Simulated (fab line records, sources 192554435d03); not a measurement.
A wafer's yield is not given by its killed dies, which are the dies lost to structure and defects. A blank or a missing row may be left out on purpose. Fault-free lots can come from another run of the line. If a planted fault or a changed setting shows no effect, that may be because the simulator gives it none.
fab line records	flow n5Finfet
record lots=7	wafers=21	lastDay=18
route steps=1938 shown BEOL_M9@1427 PASSIVATION@1936
lots untouched by any fault: they come from a run of this same line in which no faults occurred
startH: the number of hours between the record's first day and the start of the first shown wafer of the lot	waitH: how many hours have passed since the lot's step before this one	" as in the row above	L1.1+2: a row that stands for several wafers	- value missing, or start not given	* or withheld: withheld	< > ~ a bound
route shown NAME@n: a module of which the file shows steps, and the number in the route of the first	usual: mean/standard deviation of fault-free wafers	same: alike in all rows	chamber/n: place in a boat	sites: each site's reading	_std_site: their standard deviation	_edge_site: the outer-site mean with the inner-site mean subtracted	radiusMm: for every site, how far away it sits from the centre of the wafer	mask NAME#n: copy n	behind: the last tool/chamber to shape the wafer	hold: why the lot was held/for how many hours/how that ended	device: which transistor (n, p or np) failed to switch	end of line: at the end of the route, the tests of the same wafers	a step with no rows: only its recipe	killed: the dies lost at the first sort to structure and to defects; this is not the yield of the wafer	map: a wafer's dies, x killed, . not, _ none there
set.NAME: setting as actually run; set.NAME@STEP: the setting as run at that earlier step	model.NAME: the simulator's own value behind a step, which no gauge read
a table for each step, a row for each wafer; lots at some steps of the route
services: a tool's chamber out of use, with start hour (startH, from the record's first day; less than 0 if before it), hours out, and reason
## steps
# step N5_BEOL_M9_COAT_75
# recipe resist=underlayer	tempC=205	timeS=60	spinRpm=1500	resistThkNm=5
# step N5_BEOL_M9_COAT_22
# recipe resist=CAR-EUV	spinRpm=1500	resistThkNm=30
# step N5_BEOL_M9_EBR_24
# recipe solvent=PGMEA	ebrWidthMm=1.5
# step N5_BEOL_M9_SOFTBAKE_23
# recipe tempC=110	timeS=60	resist=CAR-EUV
# step N5_BEOL_M9_EXPOSE_25
# recipe maskId=V8	na=0.33	sourceShape=annular	sigmaInner=0.4	sigmaOuter=0.8	polarization=unpolarized	doseMj=37.25
# step N5_BEOL_M9_PEB_26
# recipe pebTempC=100	pebTimeS=60	resist=CAR-EUV
# step N5_BEOL_M9_DEVELOP_27
# recipe developTimeS=30	developer=TMAH	resist=CAR-EUV	rinseLiquid=surfactantRinse	dry=airSpin	devTempC=23
# step N5_BEOL_M9_CD_MEAS_28
# recipe targetCdNm=70	landingEnergyEv=500	detector=seInlens	polarity=opening
# usual cdNm=70.08/0.29
# same landingEnergyEv=500
lot.wafer	tool	chamber	startH	waitH	cdNm
L406.1	cdSem-02	0	235.73	-	70.34
L406.3	"	0	"	"	70.71
L406.6	"	0	"	"	70.59
L413.1	cdSem-02	0	293.35	-	69.71
L413.2	"	0	"	"	69.76
L413.4	"	0	"	"	69.59
L418.3	cdSem-02	0	346.46	-	70.28
L418.4	"	0	"	"	70.18
L418.6	"	0	"	"	70.16
L420.1	cdSem-01	0	349.44	-	70.01
L420.4	"	0	"	"	70.09
L420.6	"	0	"	"	70.38
L422.1	cdSem-01	0	366.89	-	70.40
L422.3	"	0	"	"	69.92
L422.5	"	0	"	"	70.37
L425.3	cdSem-01	0	370.20	-	70.32
L425.4	"	0	"	"	69.58
L425.5	"	0	"	"	70.27
L424.3	cdSem-01	0	373.69	-	70.32
L424.4	"	0	"	"	70.14
L424.5	"	0	"	"	70.01
# step N5_BEOL_M9_OVL_MEAS_29
# recipe pointsPerWafer=522
# usual V8_OVL=-0.3/0.69
lot.wafer	tool	chamber	startH	waitH	V8_OVL[nm]
L406.1	overlay-01	0	235.76	0.0	-1.1
L406.3	"	0	"	"	-0.4
L406.6	"	0	"	"	-1.1
L413.1	overlay-01	0	293.38	0.0	-1.4
L413.2	"	0	"	"	-1.3
L413.4	"	0	"	"	-0.9
L418.3	overlay-02	0	346.50	0.0	-0.6
L418.4	"	0	"	"	0.0
L418.6	"	0	"	"	0.2
L420.1	overlay-02	0	349.48	0.0	-0.3
L420.4	"	0	"	"	-0.9
L420.6	"	0	"	"	-0.1
L422.1	overlay-02	0	366.92	0.0	-0.6
L422.3	"	0	"	"	-0.8
L422.5	"	0	"	"	-0.1
L425.3	overlay-01	0	370.24	0.0	-0.9
L425.4	"	0	"	"	-1.2
L425.5	"	0	"	"	-0.1
L424.3	overlay-02	0	373.73	0.0	1.1
L424.4	"	0	"	"	0.1
L424.5	"	0	"	"	0.6
# step N5_BEOL_M9_INSPECT_30
# recipe mode=adi	inspectInstrument=brightfield
# usual rawDefectCount=418/110
lot.wafer	tool	chamber	startH	waitH	rawDefectCount
L406.1	defectInspect-01	-	235.82	0.1	283
L406.3	"	-	"	"	262
L406.6	"	-	"	"	315
L413.1	defectInspect-01	-	293.44	0.1	339
L413.2	"	-	"	"	404
L413.4	"	-	"	"	442
L418.3	defectInspect-01	-	346.55	0.0	490
L418.4	"	-	"	"	576
L418.6	"	-	"	"	607
L420.1	defectInspect-01	-	349.53	0.1	572
L420.4	"	-	"	"	371
L420.6	"	-	"	"	372
L422.1	defectInspect-02	-	366.98	0.1	271
L422.3	"	-	"	"	367
L422.5	"	-	"	"	349
L425.3	defectInspect-02	-	370.29	0.0	443
L425.4	"	-	"	"	578
L425.5	"	-	"	"	454
L424.3	defectInspect-02	-	373.77	0.0	353
L424.4	"	-	"	"	316
L424.5	"	-	"	"	337
# step N5_BEOL_M9_DESCUM_33
# recipe chemistry=O2	timeS=7	sourcePowerW=50	biasPowerW=20	pressureMtorr=20	rfFrequencyHz=2.712e+07	tempC=40	resist=CAR-EUV	o2FlowSccm=225
# usual drypumpMotorCurrentA=5.6/0.46	oesProductAu=0.82/0.11	rfVppV=243.4/1.4	showerheadPlenumPTorr=2.11/0.072	throttleValvePct=20.22/0.23
lot.wafer	tool	chamber	startH	waitH	drypumpMotorCurrentA	oesProductAu	rfHoursCounterH	rfVppV	showerheadPlenumPTorr	throttleValvePct
L406.1	rieDiel-02	0	235.98	0.2	5.0	0.67	251	244.7	2.15	20.28
L406.3	"	3	"	"	6.0	0.72	206	241.2	1.99	20.42
L406.6	"	0	"	"	5.0	0.67	-	244.1	2.15	20.28
L413.1	rieDiel-05	2	293.47	0.0	5.5	0.94	18	245.0	2.25	20.36
L413.2	"	3	"	"	5.0	0.99	1	244.0	2.14	20.13
L413.4	"	0	"	"	5.6	0.90	30	242.2	2.06	20.45
L418.3	rieDiel-02	0	346.79	0.2	5.0	0.91	22	244.0	2.14	19.79
L418.4	"	3	"	"	6.0	0.69	242	242.5	1.97	20.48
L418.6	"	0	"	"	5.0	0.91	-	243.8	2.14	19.80
L420.1	rieDiel-02	1	349.57	0.0	6.4	0.73	176	241.6	2.00	20.63
L420.4	"	0	"	"	5.0	0.91	22	244.0	2.14	19.80
L420.6	"	2	"	"	5.6	0.69	-	243.0	2.16	20.37
L422.1	rieDiel-03	1	367.01	0.0	6.4	0.85	52	242.1	2.04	19.95
L422.3	"	2	"	"	5.7	0.91	30	243.9	2.12	19.95
L422.5	"	3	"	"	5.2	0.76	-	242.4	2.09	20.22
L425.3	rieDiel-03	3	370.32	0.0	5.2	0.77	113	245.0	2.09	20.21
L425.4	"	3	"	"	5.2	0.77	-	244.0	2.09	20.18
L425.5	"	1	"	"	6.3	0.85	-	242.2	2.04	19.95
L424.3	rieDiel-02	3	373.81	0.0	6.0	0.69	253	241.0	1.97	20.48
L424.4	"	1	"	"	6.5	0.71	-	241.8	2.00	20.65
L424.5	"	3	"	"	6.0	0.68	-	240.7	1.97	20.48
# step N5_BEOL_M9_ETCH_76
# recipe chemistry=N2/H2	target=underlayer	targetDepthA=65	maskMaterial=CAR-EUV	timeS=5.2	ionEnergyEv=200	pressureMtorr=30	sourceW=840	biasW=150	n2FlowSccm=200	h2FlowSccm=200	ends=cleared
# usual drypumpMotorCurrentA=5.6/0.46	etchRfOnTimeS=5.17/0.14	oesProductAu=0.70/0.089	rfVppV=524.5/2.7	showerheadPlenumPTorr=2.55/0.089	throttleValvePct=17.61/0.2
lot.wafer	tool	chamber	startH	waitH	drypumpMotorCurrentA	etchRfOnTimeS	oesProductAu	rfHoursCounterH	rfVppV	showerheadPlenumPTorr	throttleValvePct
L406.1	rieDiel-02	0	236.02	0.0	5.0	5.25	0.58	251	525.5	2.60	17.69
L406.3	"	3	"	"	6.0	5.32	0.61	206	521.9	2.39	17.69
L406.6	"	0	"	"	5.0	5.23	0.58	-	524.5	2.60	17.71
L413.1	rieDiel-05	2	293.51	0.0	5.6	4.91	0.81	18	529.5	2.70	17.54
L413.2	"	3	"	"	5.0	5.20	0.84	1	524.3	2.58	17.31
L413.4	"	0	"	"	5.6	5.02	0.78	30	523.4	2.49	17.70
L418.3	rieDiel-02	0	346.82	0.0	5.0	5.06	0.79	22	525.0	2.59	17.24
L418.4	"	3	"	"	6.0	5.37	0.59	242	519.7	2.38	17.77
L418.6	"	0	"	"	5.0	5.08	0.79	-	527.2	2.59	17.23
L420.1	rieDiel-02	1	349.60	0.0	6.4	5.33	0.62	176	521.2	2.42	17.92
L420.4	"	0	"	"	5.0	5.14	0.78	22	524.9	2.59	17.22
L420.6	"	2	"	"	5.6	5.43	0.58	-	525.8	2.61	17.85
L422.1	rieDiel-03	1	367.05	0.0	6.4	5.07	0.74	52	522.4	2.47	17.39
L422.3	"	2	"	"	5.6	5.34	0.75	30	526.6	2.59	17.47
L422.5	"	3	"	"	5.2	5.17	0.65	-	524.7	2.56	17.78
L425.3	rieDiel-03	3	370.36	0.0	5.1	5.20	0.65	113	524.0	2.56	17.79
L425.4	"	3	"	"	5.2	5.29	0.65	-	523.5	2.56	17.79
L425.5	"	1	"	"	6.3	5.09	0.73	-	523.6	2.46	17.37
L424.3	rieDiel-02	3	373.84	0.0	6.0	5.23	0.58	253	520.7	2.37	17.77
L424.4	"	1	"	"	6.4	5.27	0.61	-	518.8	2.41	17.92
L424.5	"	3	"	"	6.0	5.22	0.59	-	521.4	2.37	17.78
# step N5_BEOL_M9_ETCH_65
# recipe chemistry=CF4	target=SiARC	targetDepthA=156	maskMaterial=CAR-EUV	timeS=26	ionEnergyEv=80	pressureMtorr=40	sourceW=545	biasW=36	Ar_flow_sccm=100	cf4FlowSccm=100	ends=cleared
# usual cf4FlowSccm=99.99/0.29	drypumpMotorCurrentA=5.6/0.46	etchRfOnTimeS=26.0/0.67	oesProductAu=0.70/0.09	rfVppV=184.2/1.2	showerheadPlenumPTorr=2.16/0.065	throttleValvePct=15.43/0.26
lot.wafer	tool	chamber	startH	waitH	cf4FlowSccm	drypumpMotorCurrentA	etchRfOnTimeS	oesProductAu	rfHoursCounterH	rfVppV	showerheadPlenumPTorr	throttleValvePct
L406.1	rieDiel-02	0	236.03	0.0	100.10	5.0	26.6	0.58	251	184.5	2.20	15.50
L406.3	"	3	"	"	99.71	6.0	26.9	0.60	206	182.7	2.06	15.80
L406.6	"	0	"	"	99.59	5.0	26.7	0.58	-	186.1	2.20	15.50
L413.1	rieDiel-05	2	293.52	0.0	99.56	5.6	25.1	0.81	18	184.8	2.28	15.35
L413.2	"	3	"	"	99.65	5.0	26.4	0.84	1	184.5	2.19	15.23
L413.4	"	0	"	"	100.03	5.6	25.9	0.77	30	184.6	2.09	15.46
L418.3	rieDiel-02	0	346.84	0.0	77.40	5.0	26.4	0.76	22	185.7	2.02	14.07
L418.4	"	3	"	"	76.95	6.0	27.9	0.58	242	182.9	1.89	14.96
L418.6	"	0	"	"	77.36	5.0	26.2	0.78	-	184.0	2.02	14.07
L420.1	rieDiel-02	1	349.62	0.0	77.77	6.4	27.7	0.60	176	182.6	1.91	14.94
L420.4	"	0	"	"	77.35	5.0	26.3	0.77	22	184.0	2.02	14.09
L420.6	"	2	"	"	77.51	5.6	28.4	0.57	-	184.4	2.01	14.61
L422.1	rieDiel-03	1	367.06	0.0	99.39	6.4	25.3	0.73	52	184.2	2.09	15.17
L422.3	"	2	"	"	99.64	5.7	26.2	0.77	30	183.7	2.16	15.16
L422.5	"	3	"	"	100.34	5.1	26.0	0.65	-	183.6	2.16	15.50
L425.3	rieDiel-03	3	370.37	0.0	100.45	5.2	26.5	0.66	113	184.3	2.16	15.50
L425.4	"	3	"	"	99.94	5.2	26.5	0.65	-	184.3	2.16	15.51
L425.5	"	1	"	"	99.90	6.3	25.6	0.73	-	183.1	2.09	15.17
L424.3	rieDiel-02	3	373.86	0.0	77.60	6.0	27.4	0.57	253	181.6	1.89	14.95
L424.4	"	1	"	"	77.67	6.4	27.7	0.60	-	182.7	1.90	14.97
L424.5	"	3	"	"	77.48	6.0	27.2	0.57	-	182.7	1.89	14.96
# step N5_BEOL_M9_ETCH_66
# recipe chemistry=N2/H2	target=SOC	targetDepthA=800	overetchA=160	maskMaterial=SiARC	tempC=40	timeS=120	ionEnergyEv=200	pressureMtorr=30	sourceW=840	biasW=150	n2FlowSccm=200	h2FlowSccm=200
# usual drypumpMotorCurrentA=5.6/0.46	oesProductAu=0.63/0.075	rfVppV=524.3/2.5	showerheadPlenumPTorr=2.55/0.089	throttleValvePct=17.57/0.2
lot.wafer	tool	chamber	startH	waitH	drypumpMotorCurrentA	oesProductAu	rfHoursCounterH	rfVppV	showerheadPlenumPTorr	throttleValvePct
L406.1	rieDiel-02	0	236.06	0.0	5.0	0.53	251	525.5	2.60	17.65
L406.3	"	3	"	"	6.0	0.55	206	519.7	2.39	17.65
L406.6	"	0	"	"	5.0	0.52	-	525.0	2.60	17.65
L413.1	rieDiel-05	2	293.55	0.0	5.6	0.71	18	529.0	2.70	17.47
L413.2	"	3	"	"	5.0	0.76	1	526.7	2.58	17.28
L413.4	"	0	"	"	5.6	0.68	30	522.0	2.49	17.64
L418.3	rieDiel-02	0	346.87	0.0	5.1	0.69	22	525.8	2.59	17.19
L418.4	"	3	"	"	6.0	0.54	242	521.1	2.38	17.71
L418.6	"	0	"	"	5.0	0.70	-	524.5	2.59	17.18
L420.1	rieDiel-02	1	349.65	0.0	6.4	0.56	176	519.7	2.42	17.89
L420.4	"	0	"	"	5.0	0.70	22	525.5	2.59	17.18
L420.6	"	2	"	"	5.6	0.54	-	525.3	2.61	17.81
L422.1	rieDiel-03	1	367.09	0.0	6.4	0.65	52	522.9	2.47	17.31
L422.3	"	2	"	"	5.6	0.68	30	524.5	2.59	17.46
L422.5	"	3	"	"	5.2	0.59	-	524.6	2.56	17.75
L425.3	rieDiel-03	3	370.40	0.0	5.2	0.59	113	524.6	2.56	17.75
L425.4	"	3	"	"	5.2	0.59	-	522.5	2.56	17.76
L425.5	"	1	"	"	6.4	0.65	-	521.9	2.47	17.32
L424.3	rieDiel-02	3	373.89	0.0	6.0	0.53	253	520.8	2.37	17.73
L424.4	"	1	"	"	6.4	0.55	-	520.7	2.41	17.90
L424.5	"	3	"	"	6.0	0.53	-	520.2	2.37	17.73
# step N5_PASSIVATION_PROBE_49
# usual defectLimitedYield=91.3/1.4	killed_at_M0_to_M3=34/10	killed_at_M4_up=14/5.5	killedAtContacts=12/6	killedAtFrontEnd=40/10	killedAtOther=3.0/2.4	killedDies=103/17	killedOpen=68/13	killedShort=34/7.8	sort_bin_4_leakage=0.00/0.014	sort_bin_5_function=5.1/0.97	sort_bin_6_memory=3.3/0.66	sortNPass=1077/17	sortYieldPct=91.2/1.4
# same grossDies=1180	killedAtBackSide=0	sort_bin_8_speed[%]=0
lot.wafer	tool	chamber	startH	waitH	defectLimitedYield[%]	killed_at_M0_to_M3	killed_at_M4_up	killedAtContacts	killedAtFrontEnd	killedAtOther	killedDies	killedOpen	killedShort	sort_bin_4_leakage[%]	sort_bin_5_function[%]	sort_bin_6_memory[%]	sortNPass	sortYieldPct[%]
L406.1	prober-02	-	294.82	0.0	91.2	22	15	9	57	1	104	71	33	0	5.4	3.1	1076	91.2
L406.3	prober-02	-	294.92	0.1	89.1	34	20	16	56	3	129	86	42	0	7.6	3.0	1051	89.1
L406.6	prober-02	-	295.07	0.3	91.7	43	3	6	43	3	98	65	33	0	5.3	2.6	1082	91.7
L413.1	prober-01	-	356.61	0.0	91.6	35	14	16	29	5	99	75	24	0	4.5	3.6	1081	91.6
L413.2	prober-01	-	356.66	0.1	90.0	38	13	19	45	3	118	79	38	0	5.6	4.2	1062	90.0
L413.4	prober-01	-	356.76	0.2	89.5	42	8	15	49	10	124	73	47	0	6.8	3.3	1056	89.5
L418.3	prober-02	-	410.20	0.1	91.2	26	18	12	45	3	104	82	22	0	5.2	3.6	1076	91.2
L418.4	prober-02	-	410.25	0.2	90.4	33	9	11	58	2	113	79	33	0	5.8	3.4	1067	90.4
L418.6	prober-02	-	410.35	0.3	91.7	27	12	14	39	6	98	71	26	0	4.8	3.1	1082	91.7
L420.1	prober-01	-	416.60	0.0	90.4	51	20	6	35	1	113	80	33	0	5.9	3.5	1067	90.4
L420.4	prober-01	-	416.75	0.2	91.4	41	5	8	43	4	101	52	48	0	4.9	3.3	1079	91.4
L420.6	prober-01	-	416.85	0.3	91.4	33	13	8	47	1	102	67	30	0	5.1	3.0	1078	91.4
L425.3	prober-02	-	424.53	0.1	90.8	33	23	13	37	3	109	77	32	0	4.8	4.2	1071	90.8
L425.4	prober-02	-	424.58	0.2	88.6	54	13	12	54	2	135	85	43	0	7.3	3.2	1045	88.6
L425.5	prober-02	-	424.63	0.2	91.1	34	20	4	44	3	105	76	29	0	5.2	3.5	1075	91.1
L424.3	prober-01	-	428.16	0.1	89.9	29	21	22	45	2	119	69	42	0.17	6.4	3.1	1059	89.7
L424.4	prober-01	-	428.21	0.2	91.5	39	14	11	28	8	100	64	32	0	4.9	3.3	1080	91.5
L424.5	prober-01	-	428.26	0.2	91.4	34	12	10	44	1	101	65	28	0	4.5	3.6	1079	91.4
L422.1	prober-02	-	434.67	0.0	91.4	21	20	13	37	10	101	59	41	0	5.5	2.5	1079	91.4
L422.3	prober-02	-	434.77	0.1	93.6	24	10	9	26	6	75	47	28	0	4.0	2.2	1105	93.6
L422.5	prober-02	-	434.87	0.2	92.5	31	18	11	26	2	88	44	41	0	4.3	2.5	1092	92.5
# killed by level:class
L406.1 FIN_SAQP:geometricParticle:open=21 FIN_SAQP:geometricParticle:short=13 BEOL_M0_SAQP:geometricParticle:open=8 BEOL_M4:geometricParticle:open=8 MOL_CONTACT_COAG:geometricParticle:open=7 BEOL_M0_SAQP:geometricParticle:short=7 STI_FIN_REVEAL:geometricParticle:open=6 DUMMY_GATE:geometricParticle:open=4
L406.3 FIN_SAQP:geometricParticle:open=24 MOL_CONTACT_COAG:geometricParticle:open=15 FIN_SAQP:geometricParticle:short=9 BEOL_M0_SAQP:geometricParticle:short=9 BEOL_M3:geometricParticle:open=8 BEOL_M1:geometricParticle:open=6 BEOL_M4:geometricParticle:open=6 STARTING-WAFER:geometricParticle:short=5
L406.6 FIN_SAQP:geometricParticle:open=16 BEOL_M3:geometricParticle:open=12 FIN_SAQP:geometricParticle:short=11 BEOL_M0_SAQP:geometricParticle:short=10 BEOL_M0_SAQP:geometricParticle:open=9 STI_FIN_REVEAL:geometricParticle:open=6 MOL_CONTACT_COAG:geometricParticle:open=5 STARTING-WAFER:geometricParticle:open=4
L413.1 MOL_CONTACT_COAG:geometricParticle:open=13 BEOL_M0_SAQP:geometricParticle:open=10 FIN_SAQP:geometricParticle:open=7 BEOL_M3:geometricParticle:open=7 BEOL_M4:geometricParticle:open=6 STI_FIN_REVEAL:geometricParticle:open=5 BEOL_M0_SAQP:geometricParticle:short=5 STARTING-WAFER:geometricParticle:open=5
L413.2 MOL_CONTACT_COAG:geometricParticle:open=16 FIN_SAQP:geometricParticle:open=11 FIN_SAQP:geometricParticle:short=11 BEOL_M0_SAQP:geometricParticle:open=10 BEOL_M2:geometricParticle:open=9 BEOL_M1:geometricParticle:open=7 BEOL_M1:geometricParticle:short=5 STARTING-WAFER:geometricParticle:open=5
L413.4 MOL_CONTACT_COAG:geometricParticle:open=13 FIN_SAQP:geometricParticle:open=11 FIN_SAQP:geometricParticle:short=9 GATE_CUT:geometricParticle:short=9 BEOL_M2:geometricParticle:open=9 BEOL_M3:geometricParticle:open=7 BEOL_M0_SAQP:geometricParticle:open=6 BEOL_M0_SAQP:geometricParticle:short=6
L418.3 STI_FIN_REVEAL:geometricParticle:open=16 MOL_CONTACT_COAG:geometricParticle:open=12 BEOL_M2:geometricParticle:open=10 FIN_SAQP:geometricParticle:open=7 BEOL_M4:geometricParticle:open=6 BEOL_M3:geometricParticle:open=6 STI_FIN_REVEAL:geometricParticle:short=4 DUMMY_GATE:geometricParticle:open=4
L418.4 STI_FIN_REVEAL:geometricParticle:open=31 MOL_CONTACT_COAG:geometricParticle:open=9 BEOL_M3:geometricParticle:open=7 BEOL_M0_SAQP:geometricParticle:short=6 BEOL_M2:geometricParticle:open=5 FIN_SAQP:geometricParticle:open=4 STI_FIN_REVEAL:geometricParticle:short=4 DUMMY_GATE:geometricParticle:open=4
L418.6 FIN_SAQP:geometricParticle:open=18 MOL_CONTACT_COAG:geometricParticle:open=11 FIN_SAQP:geometricParticle:short=8 BEOL_M0_SAQP:geometricParticle:short=7 BEOL_M0:geometricParticle:open=7 BEOL_M0_SAQP:geometricParticle:open=5 BEOL_M2:geometricParticle:open=5 BEOL_M5:geometricParticle:open=5
L420.1 BEOL_M3:geometricParticle:open=13 BEOL_M0_SAQP:geometricParticle:short=11 BEOL_M0_SAQP:geometricParticle:open=9 BEOL_M1:geometricParticle:open=9 BEOL_M4:geometricParticle:open=9 FIN_SAQP:geometricParticle:short=7 MOL_CONTACT_COAG:geometricParticle:open=6 STI_FIN_REVEAL:geometricParticle:open=5
L420.4 FIN_SAQP:geometricParticle:short=14 BEOL_M3:geometricParticle:open=11 BEOL_M0_SAQP:geometricParticle:short=9 MOL_CONTACT_COAG:geometricParticle:open=7 BEOL_M0_SAQP:geometricParticle:open=6 DUMMY_GATE:geometricParticle:open=5 GATE_CUT:geometricParticle:short=5 FIN_SAQP:geometricParticle:open=4
L420.6 STI_FIN_REVEAL:geometricParticle:open=12 BEOL_M3:geometricParticle:open=11 BEOL_M4:geometricParticle:open=9 FIN_SAQP:geometricParticle:short=8 FIN_SAQP:geometricParticle:open=8 MOL_CONTACT_COAG:geometricParticle:open=7 BEOL_M0_SAQP:geometricParticle:short=5 BEOL_M1:geometricParticle:open=5
L425.3 BEOL_M4:geometricParticle:open=16 MOL_CONTACT_COAG:geometricParticle:open=11 FIN_SAQP:geometricParticle:short=9 BEOL_M1:geometricParticle:open=8 STI_FIN_REVEAL:geometricParticle:open=7 BEOL_M2:geometricParticle:open=7 FIN_SAQP:geometricParticle:open=6 STI_FIN_REVEAL:geometricParticle:short=5
L425.4 BEOL_M0_SAQP:geometricParticle:short=17 STI_FIN_REVEAL:geometricParticle:open=12 MOL_CONTACT_COAG:geometricParticle:open=12 FIN_SAQP:geometricParticle:short=10 FIN_SAQP:geometricParticle:open=10 BEOL_M0_SAQP:geometricParticle:open=9 BEOL_M2:geometricParticle:open=9 BEOL_M0:geometricParticle:open=7
L425.5 FIN_SAQP:geometricParticle:open=15 BEOL_M1:geometricParticle:open=11 STI_FIN_REVEAL:geometricParticle:open=10 BEOL_M3:geometricParticle:open=8 BEOL_M5:geometricParticle:open=8 FIN_SAQP:geometricParticle:short=7 BEOL_M4:geometricParticle:open=7 BEOL_M1:geometricParticle:short=5
L424.3 GATE_CUT:geometricParticle:short=12 MOL_CONTACT_COAG:geometricParticle:open=12 MOL_CONTACT_COAG:geometricParticle:short=10 BEOL_M4:geometricParticle:open=8 BEOL_M3:geometricParticle:open=8 BEOL_M2:geometricParticle:open=7 FIN_SAQP:geometricParticle:open=6 STI_FIN_REVEAL:geometricParticle:open=6
L424.4 BEOL_M0_SAQP:geometricParticle:open=11 FIN_SAQP:geometricParticle:open=9 BEOL_M0_SAQP:geometricParticle:short=9 MOL_CONTACT_COAG:geometricParticle:open=7 BEOL_M2:geometricParticle:open=5 BEOL_M3:geometricParticle:open=5 BEOL_M4:geometricParticle:open=5 FIN_SAQP:geometricParticle:short=4
L424.5 BEOL_M1:geometricParticle:open=14 STI_FIN_REVEAL:geometricParticle:open=12 MOL_CONTACT_COAG:geometricParticle:open=7 FIN_SAQP:geometricParticle:open=6 BEOL_M4:geometricParticle:open=6 FIN_SAQP:geometricParticle:short=4 DUMMY_GATE:geometricParticle:open=4 BEOL_M0_SAQP:geometricParticle:short=4
L422.1 FIN_SAQP:geometricParticle:short=12 MOL_CONTACT_COAG:geometricParticle:open=10 BEOL_M3:geometricParticle:open=8 GATE_CUT:geometricParticle:short=7 BEOL_M4:geometricParticle:open=6 FIN_SAQP:geometricParticle:open=5 BEOL_M3:geometricParticle:short=3 STI_FIN_REVEAL:geometricParticle:open=3
L422.3 MOL_CONTACT_COAG:geometricParticle:open=8 BEOL_M0_SAQP:geometricParticle:open=8 FIN_SAQP:geometricParticle:short=6 FIN_SAQP:geometricParticle:open=5 BEOL_M0_SAQP:geometricParticle:short=5 STI_FIN_REVEAL:geometricParticle:open=4 BEOL_M3:geometricParticle:open=4 BEOL_M4:geometricParticle:open=4
L422.5 BEOL_M0_SAQP:geometricParticle:short=12 MOL_CONTACT_COAG:geometricParticle:open=7 GATE_CUT:geometricParticle:short=6 BEOL_M2:geometricParticle:open=6 BEOL_M4:geometricParticle:short=5 FIN_SAQP:geometricParticle:short=4 GATE_CUT:geometricParticle:open=4 MOL_CONTACT_COAG:geometricParticle:short=4
## services
tool	chamber	startH	hours	kind
rieDiel-03	2	225.93	-	clean
rieDiel-03	2	225.93	-	consumableReplace:focusRing
rieDiel-03	2	225.93	25.0	scheduledDown
rieDiel-03	2	225.93	25.0	ventCycle
rieDiel-02	1	229.90	7.5	repair
rieDiel-02	0	237.40	-	clean
rieDiel-02	0	237.40	-	consumableReplace:focusRing
rieDiel-02	0	237.40	18.5	scheduledDown
rieDiel-02	0	237.40	18.5	ventCycle
rieDiel-03	-	240.30	14.6	pm
rieDiel-05	3	269.26	-	clean
rieDiel-05	3	269.26	-	consumableReplace:focusRing
rieDiel-05	3	269.26	18.0	scheduledDown
rieDiel-05	3	269.26	18.0	ventCycle
rieDiel-05	1	270.40	3.0	repair
rieDiel-02	0	274.42	7.1	repair
rieDiel-05	1	330.57	3.3	repair
rieDiel-03	2	333.39	19.1	repair
rieDiel-05	-	333.75	0.4	repair
rieDiel-02	0	350.54	31.6	repair
rieDiel-03	0	358.36	-	clean
rieDiel-03	0	358.36	-	consumableReplace:focusRing
rieDiel-03	0	358.36	16.2	scheduledDown
rieDiel-03	0	358.36	16.2	ventCycle
## key
firstSign step=N5_BEOL_M9_ETCH_65	reading=cf4FlowSccm	direction=down	sigmas=77	usual=99.99	struck=77.45
effect step=N5_BEOL_M9_ETCH_65	reading=showerheadPlenumPTorr	direction=down	sigmas=3.2	usual=2.16	struck=1.95
metAt N5_BEOL_M9_ETCH_65
struckWafers L418.3,L418.4,L418.6,L420.1,L420.4,L420.6,L424.3,L424.4,L424.5
onsetBetween 236.03 346.84
fault kind=processParameterDrift	tool=rieDiel-02	chamber=-	onsetH=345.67	steps=N5_BEOL_M9_ETCH_65	channel=cf4FlowSccm	offset=-22.5	shape=step	endH=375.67	actsIn=theseRecipesOnly	stated=100
